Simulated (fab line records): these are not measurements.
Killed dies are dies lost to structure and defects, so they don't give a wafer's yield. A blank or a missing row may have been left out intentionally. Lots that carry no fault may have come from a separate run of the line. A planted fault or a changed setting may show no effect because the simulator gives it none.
Which tool is to blame? / flow n5-finfet / 27 wafers from 9 lots sampled at 4 of the route's 1938 steps

WHAT EACH GAUGE READ, for each wafer
N5_BEOL_M4_OCD_MEAS_38.
lot=L848; measured=day 7 11:32; on=ocd-02; trench-depth-nm (nm)=55.2 55.6 55.9
lot=L853; measured=day 8 10:29; on=ocd-02; trench-depth-nm (nm)=0.1 0.2 0
lot=L855; measured=day 9 02:00; on=ocd-01; trench-depth-nm (nm)=0 0.1 0
lot=L854; measured=day 9 06:28; on=ocd-01; trench-depth-nm (nm)=0.1 0 0
lot=L863; measured=day 11 12:40; on=ocd-02; trench-depth-nm (nm)=54.6 55.9 56.2
lot=L864; measured=day 11 14:03; on=ocd-02; trench-depth-nm (nm)=55.6 54.4 55.6
lot=L865; measured=day 11 19:23; on=ocd-02; trench-depth-nm (nm)=54.9 56.5 56.3
lot=L866; measured=day 12 01:55; on=ocd-01; trench-depth-nm (nm)=54.2 56.1 56.4
lot=L868; measured=day 12 20:05; on=ocd-01; trench-depth-nm (nm)=56.1 54.2 55.1

WHICH TOOL RAN EACH LOT (tool, then ch and the chambers of the sampled wafers, then the start)
lot=L848; N5_BEOL_M4_STRIP_36=rie-diel-03 ch 0,1,3, day 7 11:20; N5_BEOL_M4_TRENCH_ETCH_37=rie-diel-03 ch 0,1,3, day 7 11:23; N5_BEOL_M4_STRIP_97=rie-diel-03 ch 0,1,3, day 7 11:32 or earlier
lot=L853; N5_BEOL_M4_STRIP_36=rie-diel-06 ch 0,3, day 8 10:17; N5_BEOL_M4_TRENCH_ETCH_37=rie-diel-06 ch 0,3, day 8 10:20; N5_BEOL_M4_STRIP_97=rie-diel-06 ch 0,3, day 8 10:29 or earlier
lot=L855; N5_BEOL_M4_STRIP_36=rie-diel-03 ch 1,2,3, day 9 01:49; N5_BEOL_M4_TRENCH_ETCH_37=rie-diel-03 ch 1,2,3, day 9 01:51; N5_BEOL_M4_STRIP_97=rie-diel-03 ch 1,2,3, day 9 02:00 or earlier
lot=L854; N5_BEOL_M4_STRIP_36=rie-diel-01 ch 0,1,2, day 9 06:16; N5_BEOL_M4_TRENCH_ETCH_37=rie-diel-01 ch 0,1,2, day 9 06:19; N5_BEOL_M4_STRIP_97=rie-diel-01 ch 0,1,2, day 9 06:28 or earlier
lot=L863; N5_BEOL_M4_STRIP_36=rie-diel-03 ch 0,1, day 11 12:28; N5_BEOL_M4_TRENCH_ETCH_37=rie-diel-03 ch 0,1, day 11 12:31; N5_BEOL_M4_STRIP_97=rie-diel-03 ch 0,1, day 11 12:40 or earlier
lot=L864; N5_BEOL_M4_STRIP_36=rie-diel-06 ch 0,1,3, day 11 13:52; N5_BEOL_M4_TRENCH_ETCH_37=rie-diel-06 ch 0,1,3, day 11 13:54; N5_BEOL_M4_STRIP_97=rie-diel-06 ch 0,1,3, day 11 14:03 or earlier
lot=L865; N5_BEOL_M4_STRIP_36=rie-diel-03 ch 0,1, day 11 19:11; N5_BEOL_M4_TRENCH_ETCH_37=rie-diel-03 ch 0,1, day 11 19:14; N5_BEOL_M4_STRIP_97=rie-diel-03 ch 0,1, day 11 19:23 or earlier
lot=L866; N5_BEOL_M4_STRIP_36=rie-diel-06 ch 2,3, day 12 01:44; N5_BEOL_M4_TRENCH_ETCH_37=rie-diel-06 ch 2,3, day 12 01:46; N5_BEOL_M4_STRIP_97=rie-diel-06 ch 2,3, day 12 01:55 or earlier
lot=L868; N5_BEOL_M4_STRIP_36=rie-diel-03 ch 1,2,3, day 12 19:53; N5_BEOL_M4_TRENCH_ETCH_37=rie-diel-03 ch 1,2,3, day 12 19:55; N5_BEOL_M4_STRIP_97=rie-diel-03 ch 1,2,3, day 12 20:05 or earlier
- N5_BEOL_M4_STRIP_36: strips in N2/H2.
- N5_BEOL_M4_TRENCH_ETCH_37: etches SiOC in C4F6/O2, target depth 55.555 nm, time 29.2 s.
- N5_BEOL_M4_STRIP_97: strips in N2/H2, time 10 s.

THE ANSWER, worked out from the rows above alone
Rule: the lots themselves supply what counts as usual. Put in order of their means at a reading, lots are off if they are a third of the lots or fewer, leave a main group of 4 or more, and stand apart from it by a gap of 3 or more times the standard deviation of the main group's means; of several such gaps the widest counts. If all means in a main group match to the digits the tables above print for the reading, that group is not used. Also off: a lot with no number at a reading for which 4 or more lots have one. All remaining lots with rows at the step are treated as sound.
Off: L853, L855, L854, at N5_BEOL_M4_OCD_MEAS_38 (trench-depth-nm). The main group: mean 55.5 nm, standard deviation 0.26.
If a tool, at a process step before that reading, ran all the lots that are off and no sound lot after the first of them, it fits. Gauges at N5_BEOL_M4_OCD_MEAS_38: tried the same way as those tools. Because N5_BEOL_M4_STRIP_97 lacks a start for some lots, the hours and order of its lots are taken from N5_BEOL_M4_OCD_MEAS_38. Not one of the candidates tried fits.

WHAT THE SIMULATOR PUT IN
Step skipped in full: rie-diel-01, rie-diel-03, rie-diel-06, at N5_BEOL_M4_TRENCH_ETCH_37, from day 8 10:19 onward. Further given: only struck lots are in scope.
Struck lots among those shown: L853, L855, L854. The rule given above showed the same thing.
